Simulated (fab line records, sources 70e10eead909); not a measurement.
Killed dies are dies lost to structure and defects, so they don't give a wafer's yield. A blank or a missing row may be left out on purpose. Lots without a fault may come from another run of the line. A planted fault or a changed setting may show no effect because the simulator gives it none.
fab line records | flow nand_harc
record lots=24 wafers=72 last_day=27
route steps=1159 shown P_STI@89 P_M0@274 P_M1@296
lots that met no fault: from a run of the same line without faults
start_h: hours from the record's first day to the start of the lot's first wafer shown | wait_h: hours since the lot's step before | " the same as in the row above | L1.1+2: a row that stands for several wafers | - no value, or no start given | * or withheld: withheld | < > ~ a bound
route shown NAME@n: a module of which the file shows steps, and the number in the route of the first | usual: mean/standard deviation of fault-free wafers | same: alike in all rows | chamber/n: place in a boat | sites: the reading at each site | _std_site: their standard deviation | _edge_site: outer sites' mean less inner sites' | radius_mm: how far each site lies from the wafer's centre | mask NAME#n: copy n | behind: the tool/chamber that last shaped the wafer | hold: why the lot was held/for how many hours/how that ended | device: the transistor (n, p or np) that didn't switch | end of line: the same wafers' tests at the end of the route | a step without rows: its recipe alone | killed: dies lost to structure and defects at the first sort, not the wafer's yield | map: a wafer's dies, x killed, . not, _ none there
set.NAME: the setting as run; set.NAME@STEP: as run at that earlier step | model.NAME: the simulator's own value behind a step, which no gauge read
steps of the route over a sample of lots; a table a step, a row a wafer
services: from which hour (start_h, from the record's first day; less than 0 if before it) a tool's chamber was out of use, for how many hours, and why
## steps
# step NHARC_P_STI_ETCH_31
# recipe target_depth_a=1089 time_s=54.5 cf4_flow_sccm=100 chf3_flow_sccm=30 ar_flow_sccm=0 rf_w=500 bias_w=200 chemistry=CF4/CHF3
# usual cf4_flow_sccm=100.0/0.32 drypump_motor_current_A=5.50/0.27 oes_product_au=0.960/0.019 rf_vpp_V=371.3/2.2 showerhead_plenum_p_Torr=1.60/0.061 throttle_valve_pct=16.801/0.0094
# columns lot.wafer tool chamber start_h wait_h cf4_flow_sccm drypump_motor_current_A oes_product_au rf_hours_counter_h rf_vpp_V showerhead_plenum_p_Torr throttle_valve_pct
L074.1 rie_diel-07 2 - - 100.2 5.64 0.933 2.9 372.9 1.63 16.809
L074.5 " 2 " " 99.9 5.63 0.931 - 373.2 1.63 16.825
L074.6 " 3 " " 100.1 5.40 0.929 - 374.3 1.70 16.784
L076.1 rie_diel-12 1 - - 99.6 5.69 0.971 0.4 368.0 1.50 16.806
L076.4 " 3 " " 99.9 5.10 0.967 0.4 368.9 1.55 16.789
L076.3 " 0 " " 100.1 5.35 0.969 0.4 370.3 1.60 16.811
L075.2 rie_diel-07 1 - - 100.4 6.06 0.969 3.5 373.5 1.65 16.810
L075.3 " 2 " " 100.2 5.62 0.979 3.2 372.0 1.63 16.804
L075.6 " 2 " " 99.7 5.62 0.990 - 373.4 1.63 16.810
L077.4 rie_diel-12 0 - - 100.1 5.33 0.978 1.2 371.6 1.60 16.808
L077.1 " 1 " " 99.7 5.70 0.969 1.2 368.7 1.50 16.799
L077.6 " 3 " " 99.7 5.07 0.966 - 369.6 1.54 16.788
L078.1 rie_diel-12 2 - - 99.2 5.39 0.922 1.5 372.5 1.66 16.785
L078.4 " 3 " " 99.9 5.07 0.928 1.5 368.7 1.54 16.810
L078.5 " 1 " " 100.3 5.68 0.930 - 368.1 1.50 16.827
L079.4 rie_diel-12 0 - - 100.1 5.32 0.971 1.4 371.8 1.60 16.809
L079.5 " 2 " " 99.7 5.38 0.943 - 374.1 1.66 16.795
L079.6 " 3 " " 99.8 5.08 0.965 - 370.5 1.54 16.787
L080.1 rie_diel-03 0 - - 99.9 5.94 0.925 0.8 370.3 1.53 16.810
L080.2 " 1 " " 100.1 5.66 0.926 0.8 371.2 1.59 16.802
L080.4 " 2 " " 100.5 5.39 0.924 0.7 371.8 1.57 16.809
L081.4 rie_diel-03 0 - - 100.4 5.91 0.969 1.1 368.8 1.53 16.796
L081.2 " 1 " " 100.0 5.66 0.957 1.1 371.0 1.59 16.801
L081.3 " 3 " " 99.8 5.54 0.971 1.0 367.0 1.53 16.796
L082.2 rie_diel-12 1 - - 100.2 5.71 0.922 2.3 368.6 1.50 16.798
L082.6 " 1 " " 100.5 5.69 0.908 - 366.9 1.50 16.811
L082.4 " 3 " " 99.4 5.07 0.923 - 369.3 1.54 16.796
L084.1 rie_diel-12 0 - - 100.0 5.33 0.979 2.8 370.7 1.60 16.789
L084.3 " 1 " " 99.9 5.70 0.958 2.9 367.8 1.50 16.808
L084.5 " 3 " " 99.8 5.09 0.973 - 369.9 1.54 16.805
L083.3 rie_diel-03 0 - - 100.0 5.91 0.979 1.4 368.7 1.53 16.795
L083.6 " 2 " " 99.8 5.40 0.971 - 370.7 1.57 16.810
L083.5 " 3 " " 100.1 5.57 0.977 - 368.5 1.53 16.802
L085.4 rie_diel-03 3 - - 100.4 5.53 0.980 2.0 369.7 1.53 16.801
L085.6 " 3 " " 100.0 5.56 0.970 - 370.1 1.53 16.798
L085.5 " 0 " " 100.2 5.92 0.972 - 367.8 1.53 16.795
L086.4 rie_diel-12 0 - - 99.5 5.30 0.965 4.1 371.1 1.60 16.794
L086.2 " 2 " " 100.0 5.39 0.968 4.2 374.2 1.66 16.809
L086.6 " 0 " " 99.9 5.31 0.965 - 371.7 1.60 16.796
L087.4 rie_diel-07 0 - - 99.9 5.22 0.962 1.5 373.6 1.67 16.789
L087.6 " 1 " " 100.4 6.02 0.957 - 372.5 1.65 16.799
L087.5 " 2 " " 100.0 5.65 0.984 - 374.8 1.63 16.800
L088.2 rie_diel-07 1 - - 100.0 6.08 0.971 1.7 373.5 1.65 16.817
L088.5 " 2 " " 100.2 5.66 0.980 - 371.9 1.63 16.808
L088.6 " 3 " " 100.8 5.41 0.962 - 374.7 1.69 16.795
L089.3 rie_diel-12 3 - - 100.2 5.04 0.968 4.6 369.8 1.54 16.802
L089.2 " 1 " " 100.0 5.69 0.978 4.9 368.0 1.50 16.799
L089.6 " 0 " " 100.6 5.34 0.987 - 371.0 1.60 16.797
L090.2 rie_diel-03 1 - - 99.7 5.66 0.982 3.1 372.3 1.59 16.785
L090.1 " 3 " " 100.0 5.56 0.959 3.1 370.4 1.53 16.787
L090.5 " 1 " " 99.4 5.65 0.974 - 371.1 1.59 16.787
L091.3 rie_diel-12 3 - - 99.7 5.06 0.969 4.9 369.0 1.54 16.793
L091.4 " 0 " " 99.7 5.31 0.963 5.3 369.6 1.60 16.793
L091.1 " 2 " " 100.3 5.38 0.979 5.4 373.5 1.66 16.798
L092.2 rie_diel-07 0 - - 100.4 5.21 0.982 2.5 374.1 1.67 16.814
L092.6 " 2 " " 100.2 5.61 0.970 - 371.7 1.63 16.803
L092.5 " 3 " " 99.6 5.41 0.988 - 375.7 1.69 16.810
L093.2 rie_diel-03 1 - - 100.1 5.65 0.949 3.9 373.1 1.59 16.806
L093.1 " 3 " " 100.1 5.55 0.974 4.0 369.1 1.53 16.820
L093.5 " 1 " " 100.1 5.65 0.951 - 369.9 1.59 16.814
L094.1 rie_diel-07 3 - - 100.3 5.40 0.974 2.2 374.2 1.69 16.792
L094.5 " 1 " " 99.6 6.05 0.984 - 373.1 1.65 16.802
L094.6 " 2 " " 100.4 5.62 0.986 - 372.4 1.63 16.797
L095.2 rie_diel-03 2 - - 100.3 5.41 0.955 4.3 370.8 1.57 16.810
L095.1 " 3 " " 99.6 5.57 0.950 4.3 369.2 1.53 16.804
L095.6 " 2 " " 100.4 5.39 0.960 - 370.6 1.57 16.800
L096.2 rie_diel-07 2 - - 99.9 5.64 0.975 2.6 373.1 1.63 16.797
L096.5 " 3 " " 100.3 5.36 0.952 - 373.3 1.69 16.797
L096.6 " 0 " " 100.0 5.21 0.952 - 373.9 1.67 16.809
L097.3 rie_diel-12 3 - - 99.9 5.07 0.946 8.0 369.4 1.54 16.797
L097.6 " 0 " " 100.2 5.32 0.960 - 372.1 1.60 16.790
L097.4 " 2 " " 100.1 5.39 0.970 - 373.6 1.66 16.792
# step NHARC_P_STI_ETCH_15
# recipe target_depth_a=3000 taper_deg=4 time_s=100.1 hbr_flow_sccm=150 cl2_flow_sccm=50 rf_w=400 icp_w=400 bias_w=100 chemistry=HBr/Cl2
# usual drypump_motor_current_A=5.8/0.36 mfc_cl2_sccm=50.01/0.14 oes_product_au=0.999/0.0079 throttle_valve_pct=26.405/0.0093
# columns lot.wafer tool chamber start_h wait_h drypump_motor_current_A mfc_cl2_sccm oes_product_au rf_hours_counter_h throttle_valve_pct
L074.1 rie_si-06 0 32.86 - 5.4 49.87 0.990 0.2 26.415
L074.5 " 0 " " 5.4 50.06 1.000 - 26.409
L074.6 " 1 " " 6.0 50.13 0.993 - 26.417
L076.4 rie_si-01 1 45.32 - 5.5 50.06 0.985 0.3 26.417
L076.1 " 2 " " 6.3 49.94 1.008 0.3 26.401
L076.3 " 0 " " 6.5 50.13 1.003 0.4 26.419
L075.2 rie_si-06 1 45.47 - 6.0 49.95 0.991 0.2 26.406
L075.3 " 2 " " 6.0 49.96 1.006 0.2 26.404
L075.6 " 2 " " 6.0 49.91 1.011 - 26.407
L077.4 rie_si-01 2 54.45 - 6.3 50.12 1.011 0.5 26.417
L077.1 " 3 " " 5.5 50.07 0.986 0.4 26.410
L077.6 " 2 " " 6.3 50.21 0.999 - 26.390
L078.4 rie_si-06 2 60.50 - 6.0 49.96 0.996 0.3 26.400
L078.1 " 0 " " 5.4 49.92 0.997 0.4 26.408
L078.5 " 2 " " 6.0 49.88 1.009 - 26.410
L079.4 rie_si-06 2 65.83 - 6.0 50.06 1.006 0.4 26.403
L079.5 " 1 " " 6.0 49.92 0.990 - 26.404
L079.6 " 2 " " 6.0 49.86 1.010 - 26.403
L080.4 rie_si-03 2 71.91 - 6.3 49.91 1.002 0.5 26.402
L080.1 " 0 " " 5.8 49.95 1.017 0.5 26.410
L080.2 " 1 " " 5.6 50.00 1.008 0.5 26.414
L081.3 rie_si-06 0 79.61 - 5.4 49.82 0.993 0.5 26.393
L081.4 " 2 " " 6.0 50.06 1.006 0.6 26.408
L081.2 " 3 " " 6.1 50.10 1.001 0.4 26.407
L082.2 rie_si-03 1 84.03 - 5.6 50.26 1.002 0.6 26.406
L082.4 " 2 " " 6.3 50.26 1.005 0.6 26.409
L082.6 " 1 " " 5.6 49.92 1.007 - 26.407
L084.3 rie_si-03 1 92.08 - 5.6 50.08 0.989 0.7 26.412
L084.1 " 2 " " 6.3 49.91 0.984 0.7 26.422
L084.5 " 0 " " 5.8 49.98 0.992 - 26.403
L083.3 rie_si-06 1 92.20 - 6.0 49.99 0.994 0.8 26.424
L083.5 " 1 " " 6.0 50.05 0.998 - 26.401
L083.6 " 2 " " 6.0 49.97 1.003 - 26.415
L085.4 rie_si-03 1 104.83 - 5.5 50.50 0.999 0.7 26.425
L085.6 " 1 " " 5.6 50.28 1.006 - 26.407
L085.5 " 2 " " 6.2 50.09 0.993 - 26.405
L086.4 rie_si-06 3 104.99 - 6.1 49.98 1.003 0.6 26.392
L086.2 " 2 " " 6.0 50.01 1.000 0.8 26.398
L086.6 " 3 " " 6.1 50.25 1.006 - 26.406
L087.4 rie_si-03 0 113.78 - 5.7 50.10 1.000 0.9 26.406
L087.5 " 1 " " 5.6 49.90 0.988 - 26.384
L087.6 " 2 " " 6.3 49.95 0.988 - 26.403
L088.2 rie_si-03 1 120.04 - 5.6 49.97 0.997 0.9 26.402
L088.6 " 0 " " 5.7 50.01 0.987 - 26.404
L088.5 " 1 " " 5.6 49.76 0.997 - 26.389
L089.3 rie_si-01 3 125.58 - 5.5 50.43 0.995 0.9 26.413
L089.2 " 0 " " 6.5 50.03 0.997 0.9 26.409
L089.6 " 0 " " 6.5 50.01 0.999 - 26.412
L090.1 rie_si-06 2 133.04 - 6.0 50.03 1.014 1.0 26.397
L090.2 " 3 " " 6.1 50.20 0.995 0.8 26.410
L090.5 " 1 " " 6.0 50.02 0.991 - 26.422
L091.3 rie_si-06 0 137.37 - 5.4 50.00 1.001 0.9 26.397
L091.1 " 1 " " 6.0 49.83 0.991 1.1 26.410
L091.4 " 1 " " 6.0 49.96 0.986 - 26.404
L092.2 rie_si-03 1 145.28 - 5.6 50.11 1.000 1.0 26.411
L092.6 " 3 " " 5.2 50.10 1.000 - 26.401
L092.5 " 0 " " 5.7 50.00 0.995 - 26.408
L093.1 rie_si-01 3 151.60 - 5.4 50.27 0.990 1.0 26.401
L093.2 " 0 " " 6.5 50.05 1.006 1.0 26.418
L093.5 " 3 " " 5.4 50.14 0.994 - 26.413
L094.1 rie_si-06 2 157.09 - 6.0 49.88 1.015 1.1 26.417
L094.5 " 1 " " 6.0 50.01 0.994 - 26.401
L094.6 " 2 " " 6.0 50.02 1.012 - 26.400
L095.1 rie_si-01 2 163.47 - 6.3 50.13 0.993 1.2 26.401
L095.2 " 0 " " 6.4 49.86 0.995 1.2 26.415
L095.6 " 3 " " 5.4 49.99 1.001 - 26.408
L096.2 rie_si-06 3 169.76 - 6.1 50.16 1.007 1.1 26.414
L096.6 " 3 " " 6.1 50.23 1.002 - 26.407
L096.5 " 0 " " 5.4 49.84 0.992 - 26.405
L097.4 rie_si-03 2 175.90 - 6.3 50.24 0.986 0.0 26.395
L097.3 " 0 " " 5.7 50.20 0.999 0.0 26.403
L097.6 " 3 " " 5.3 50.08 0.994 - 26.394
# step NHARC_P_M0_PVD_20
# recipe target_thk_a=50 bias_v=168.6 power_w=15000 chamber_pressure_pa=0.12 time_s=8.06 substrate_temp_c=50 material=TaN
# usual bias_v=168.6/1.5 throttle_valve_pct=29.8/0.89
# columns lot.wafer tool chamber start_h wait_h bias_v throttle_valve_pct
L074.1 pvd_sputter-02 - - - 166.7 30.1
L074.5 " - " " 166.2 30.1
L074.6 " - " " 167.6 29.3
L075.2 pvd_sputter-03 - - - 169.4 29.0
L075.3 " - " " 167.9 29.1
L075.6 " - " " 167.8 29.2
L076.4 pvd_sputter-02 - - - 169.3 29.2
L076.1 " - " " 169.9 30.3
L076.3 " - " " 166.5 29.9
L077.1 pvd_sputter-02 - - - 165.9 30.4
L077.4 " - " " 167.0 30.3
L077.6 " - " " 166.7 29.1
L078.1 pvd_sputter-03 - - - 168.1 31.1
L078.4 " - " " 169.7 29.1
L078.5 " - " " 168.8 31.3
L079.4 pvd_sputter-03 - - - 163.6 30.4
L079.5 " - " " 167.5 29.2
L079.6 " - " " 169.7 31.3
L080.1 pvd_sputter-03 - - - 168.6 29.1
L080.4 " - " " 170.5 31.1
L080.2 " - " " 168.5 30.5
L082.4 pvd_sputter-02 - - - 170.6 30.3
L082.2 " - " " 167.5 29.0
L082.6 " - " " 166.2 29.3
L081.3 pvd_sputter-03 - - - 169.6 29.1
L081.2 " - " " 166.8 31.2
L081.4 " - " " 170.8 30.5
L084.3 pvd_sputter-01 - - - 168.6 30.4
L084.1 " - " " 171.8 31.1
L084.5 " - " " 169.4 28.6
L083.3 pvd_sputter-03 - - - 171.3 28.9
L083.5 " - " " 167.9 30.9
L083.6 " - " " 169.4 30.4
L085.4 pvd_sputter-02 - - - 168.5 30.7
L085.5 " - " " 169.9 30.5
L085.6 " - " " 167.3 30.1
L088.2 pvd_sputter-01 - - - 171.5 30.5
L088.5 " - " " 168.8 28.3
L088.6 " - " " 170.3 30.5
L086.2 pvd_sputter-03 - - - 168.7 28.8
L086.4 " - " " 169.0 30.3
L086.6 " - " " 168.8 29.2
L087.4 pvd_sputter-02 - - - 168.8 30.9
L087.5 " - " " 167.6 30.4
L087.6 " - " " 168.0 30.0
L090.1 pvd_sputter-03 - - - 169.0 29.0
L090.2 " - " " 169.9 31.0
L090.5 " - " " 168.4 29.2
L089.3 pvd_sputter-01 - - - 166.6 30.4
L089.2 " - " " 169.0 31.3
L089.6 " - " " 166.9 30.3
L091.1 pvd_sputter-03 - - - 168.7 29.0
L091.3 " - " " 171.0 31.0
L091.4 " - " " 170.0 30.4
L092.2 pvd_sputter-01 - - - 167.0 30.1
L092.6 " - " " 169.3 31.2
L092.5 " - " " 167.3 28.4
L094.1 pvd_sputter-02 - - - 167.7 30.5
L094.5 " - " " 167.1 28.9
L094.6 " - " " 168.7 30.2
L093.2 pvd_sputter-03 - - - 166.8 29.0
L093.1 " - " " 171.2 29.1
L093.5 " - " " 167.3 29.0
L095.2 pvd_sputter-02 - - - 166.7 30.3
L095.1 " - " " 167.7 30.3
L095.6 " - " " 168.1 30.0
L096.2 pvd_sputter-03 - - - 169.4 30.4
L096.6 " - " " 173.0 30.4
L096.5 " - " " 169.1 29.0
L097.3 pvd_sputter-03 - - - 166.4 28.9
L097.4 " - " " 168.4 31.1
L097.6 " - " " 169.7 29.0
# step NHARC_P_M0_THK_MEAS_24
# recipe thk_meas_gauge=xrf
# usual thk_nm=117.5/1.3
# columns lot.wafer tool chamber start_h wait_h thk_nm
L074.1 film_metro-01 - 108.61 - 118.3
L074.5 " - " " 118.7
L074.6 " - " " 118.6
L075.2 film_metro-01 - 130.26 - 117.7
L075.3 " - " " 119.1
L075.6 " - " " 117.2
L076.1 film_metro-01 - 131.66 - 117.8
L076.3 " - " " 116.9
L076.4 " - " " 119.0
L077.1 film_metro-01 - 134.41 - 115.1
L077.4 " - " " 119.5
L077.6 " - " " 120.1
L078.1 film_metro-02 - 139.78 - 117.5
L078.4 " - " " 118.6
L078.5 " - " " 117.5
L079.4 film_metro-02 - 147.37 - 118.0
L079.5 " - " " 119.4
L079.6 " - " " 117.6
L080.1 film_metro-01 - 161.29 - 117.6
L080.2 " - " " 118.6
L080.4 " - " " 117.3
L082.2 film_metro-01 - 161.89 - 118.2
L082.4 " - " " 117.3
L082.6 " - " " 117.7
L081.2 film_metro-02 - 162.39 - 117.6
L081.3 " - " " 113.9
L081.4 " - " " 119.8
L084.1 film_metro-01 - 171.40 - 117.8
L084.3 " - " " 117.4
L084.5 " - " " 118.7
L083.3 film_metro-02 - 172.01 - 118.0
L083.5 " - " " 117.6
L083.6 " - " " 118.6
L085.4 film_metro-01 - 197.28 - 117.8
L085.5 " - " " 120.6
L085.6 " - " " 117.7
L088.2 film_metro-01 - 197.93 - 119.2
L088.5 " - " " 119.0
L088.6 " - " " 117.7
L086.2 film_metro-01 - 198.81 - 118.3
L086.4 " - " " 115.7
L086.6 " - " " 117.1
L087.4 film_metro-02 - 212.10 - 116.3
L087.5 " - " " 116.4
L087.6 " - " " 115.4
L090.1 film_metro-02 - 219.52 - 116.9
L090.2 " - " " 120.8
L090.5 " - " " 117.0
L089.2 film_metro-02 - 222.86 - 114.6
L089.3 " - " " 115.1
L089.6 " - " " 117.3
L091.1 film_metro-02 - 223.53 - 117.8
L091.3 " - " " 115.8
L091.4 " - " " 118.2
L092.2 film_metro-02 - 225.62 - 116.3
L092.5 " - " " 120.2
L092.6 " - " " 116.1
L094.1 film_metro-01 - 235.67 - 117.5
L094.5 " - " " 116.0
L094.6 " - " " 117.6
L093.1 film_metro-02 - 240.33 - 116.8
L093.2 " - " " 117.0
L093.5 " - " " 117.1
L095.1 film_metro-02 - 245.22 - 115.8
L095.2 " - " " 117.2
L095.6 " - " " 117.5
L096.2 film_metro-01 - 247.21 - 117.0
L096.5 " - " " 116.2
L096.6 " - " " 118.5
L097.3 film_metro-01 - 264.10 - 116.0
L097.4 " - " " 118.7
L097.6 " - " " 117.6
# step NHARC_P_M0_INSPECT_27
# usual raw_defect_count=292/150
# columns lot.wafer tool chamber start_h wait_h raw_defect_count
L074.1 defect_inspect-02 - 108.77 0.0 136
L074.5 " - " " 278
L074.6 " - " " 261
L075.2 defect_inspect-01 - 130.42 0.0 163
L075.3 " - " " 217
L075.6 " - " " 363
L076.1 defect_inspect-01 - 131.82 0.0 251
L076.3 " - " " 163
L076.4 " - " " 334
L077.1 defect_inspect-02 - 134.57 0.0 336
L077.4 " - " " 190
L077.6 " - " " 307
L078.1 defect_inspect-01 - 139.94 0.0 318
L078.4 " - " " 432
L078.5 " - " " 526
L079.4 defect_inspect-02 - 147.53 0.0 283
L079.5 " - " " 220
L079.6 " - " " 196
L080.1 defect_inspect-02 - 161.44 0.0 326
L080.2 " - " " 395
L080.4 " - " " 225
L082.2 defect_inspect-02 - 162.04 0.0 326
L082.4 " - " " 215
L082.6 " - " " 203
L081.2 defect_inspect-01 - 162.56 0.0 173
L081.3 " - " " 284
L081.4 " - " " 211
L084.1 defect_inspect-02 - 171.56 0.0 498
L084.3 " - " " 1207
L084.5 " - " " 778
L083.3 defect_inspect-02 - 172.17 0.0 262
L083.5 " - " " 346
L083.6 " - " " 216
L085.4 defect_inspect-01 - 197.43 0.0 148
L085.5 " - " " 160
L085.6 " - " " 138
L088.2 defect_inspect-02 - 198.09 0.0 286
L088.5 " - " " 256
L088.6 " - " " 240
L086.2 defect_inspect-01 - 198.97 0.0 136
L086.4 " - " " 212
L086.6 " - " " 164
L087.4 defect_inspect-02 - 212.26 0.0 146
L087.5 " - " " 263
L087.6 " - " " 217
L090.1 defect_inspect-01 - 219.68 0.0 453
L090.2 " - " " 249
L090.5 " - " " 769
L089.2 defect_inspect-02 - 223.02 0.0 325
L089.3 " - " " 211
L089.6 " - " " 457
L091.1 defect_inspect-02 - 223.68 0.0 229
L091.3 " - " " 174
L091.4 " - " " 195
L092.2 defect_inspect-01 - 225.78 0.0 236
L092.5 " - " " 223
L092.6 " - " " 230
L094.1 defect_inspect-01 - 235.83 0.0 465
L094.5 " - " " 299
L094.6 " - " " 372
L093.1 defect_inspect-01 - 240.48 0.0 196
L093.2 " - " " 235
L093.5 " - " " 133
L095.1 defect_inspect-01 - 245.37 0.0 307
L095.2 " - " " 388
L095.6 " - " " 286
L096.2 defect_inspect-02 - 247.37 0.0 182
L096.5 " - " " 178
L096.6 " - " " 200
L097.3 defect_inspect-02 - 264.26 0.0 242
L097.4 " - " " 276
L097.6 " - " " 374
# step NHARC_P_M1_OVL_MEAS_10
# recipe pitch_nm=260
# usual overlay_x_nm=0.2/0.98 overlay_y_nm=0.1/1.1
# columns lot.wafer tool chamber start_h wait_h overlay_x_nm overlay_y_nm
L074.1 overlay-02 - 110.17 - -0.4 -0.3
L074.5 " - " " -0.5 -1.0
L074.6 " - " " -0.7 -0.8
L075.2 overlay-01 - 131.90 - 1.4 0.0
L075.3 " - " " 1.3 -0.3
L075.6 " - " " 0.9 0.5
L076.1 overlay-02 - 133.15 - 0.9 1.6
L076.3 " - " " 1.4 0.9
L076.4 " - " " 1.0 1.0
L077.1 overlay-02 - 135.91 - 1.1 -0.3
L077.4 " - " " 0.3 -0.2
L077.6 " - " " 0.6 0.2
L078.1 overlay-02 - 141.50 - 1.2 -1.4
L078.4 " - " " 1.1 -1.1
L078.5 " - " " 1.1 -1.0
L079.4 overlay-01 - 149.05 - -1.2 -0.1
L079.5 " - " " -0.7 -0.1
L079.6 " - " " -0.6 -0.2
L080.1 overlay-01 - 162.78 - 0.0 -0.6
L080.2 " - " " 0.1 -0.7
L080.4 " - " " -0.3 -1.1
L082.2 overlay-02 - 163.92 - 0.0 1.1
L082.4 " - " " 0.5 1.3
L082.6 " - " " 0.3 1.5
L081.2 overlay-02 - 165.08 - 1.1 0.7
L081.3 " - " " 1.8 0.1
L081.4 " - " " 1.5 0.6
L084.1 overlay-02 - 172.91 - 0.3 0.7
L084.3 " - " " 0.0 0.1
L084.5 " - " " 0.3 0.4
L083.3 overlay-02 - 173.65 - -2.1 0.1
L083.5 " - " " -1.9 0.4
L083.6 " - " " -1.7 0.3
L085.4 overlay-02 - 198.83 - 0.4 -0.1
L085.5 " - " " 0.0 0.0
L085.6 " - " " -0.4 0.0
L088.2 overlay-02 - 199.59 - 1.9 0.2
L088.5 " - " " 1.3 -0.1
L088.6 " - " " 2.4 -0.3
L086.2 overlay-02 - 200.32 - 0.6 -0.6
L086.4 " - " " 0.4 0.0
L086.6 " - " " 0.8 -1.0
L087.4 overlay-01 - 213.74 - 0.4 0.0
L087.5 " - " " 0.2 -0.1
L087.6 " - " " 0.4 0.3
L090.1 overlay-01 - 221.01 - -1.1 0.2
L090.2 " - " " -0.4 0.1
L090.5 " - " " -0.7 -0.1
L089.2 overlay-01 - 224.38 - 0.4 1.4
L089.3 " - " " 0.5 1.5
L089.6 " - " " 0.1 1.6
L091.1 overlay-01 - 225.20 - 0.1 -1.9
L091.3 " - " " -0.3 -1.6
L091.4 " - " " 0.0 -2.2
L092.2 overlay-01 - 227.12 - 1.4 -0.3
L092.5 " - " " 1.1 -0.1
L092.6 " - " " 1.5 -0.5
L094.1 overlay-01 - 237.20 - 0.7 2.6
L094.5 " - " " 0.9 2.8
L094.6 " - " " 1.4 2.6
L093.1 overlay-02 - 241.88 - -1.4 -1.9
L093.2 " - " " -0.6 -1.9
L093.5 " - " " -1.1 -1.9
L095.1 overlay-02 - 246.85 - -1.0 0.6
L095.2 " - " " -0.7 0.5
L095.6 " - " " -1.4 1.4
L096.2 overlay-02 - 248.96 - -0.8 0.7
L096.5 " - " " -0.4 0.7
L096.6 " - " " -0.8 1.6
L097.3 overlay-02 - 265.61 - 0.3 -0.2
L097.4 " - " " 0.2 0.3
L097.6 " - " " -0.2 -0.1
## services
# columns tool chamber start_h hours kind
rie_diel-12 - 25.40 9.0 pm
pvd_sputter-02 - 36.00 10.0 pm
rie_diel-03 - 38.30 9.0 pm
rie_si-03 1 40.55 7.2 repair
rie_diel-07 - 51.20 9.0 pm
pvd_sputter-03 - 57.28 8.2 repair
rie_diel-12 2 79.52 9.7 repair
rie_diel-07 3 91.27 1.9 repair
rie_diel-12 3 95.51 6.7 repair
rie_diel-12 2 99.21 3.8 repair
pvd_sputter-03 - 102.00 10.0 pm
rie_si-06 2 136.12 3.0 repair
pvd_sputter-02 - 140.30 20.0 repair
rie_si-06 0 148.71 6.9 repair
rie_si-03 - 152.25 12.5 repair
rie_diel-12 1 175.73 6.7 repair
rie_diel-03 2 179.62 5.3 repair
rie_si-06 - 183.00 9.0 pm
rie_diel-12 - 202.40 9.0 pm
pvd_sputter-03 - 204.12 0.7 repair
pvd_sputter-02 - 214.00 10.0 pm
pvd_sputter-02 - 246.93 1.6 repair
rie_si-06 3 249.60 3.2 repair
rie_diel-12 - 254.35 0.8 repair
## key
fault none
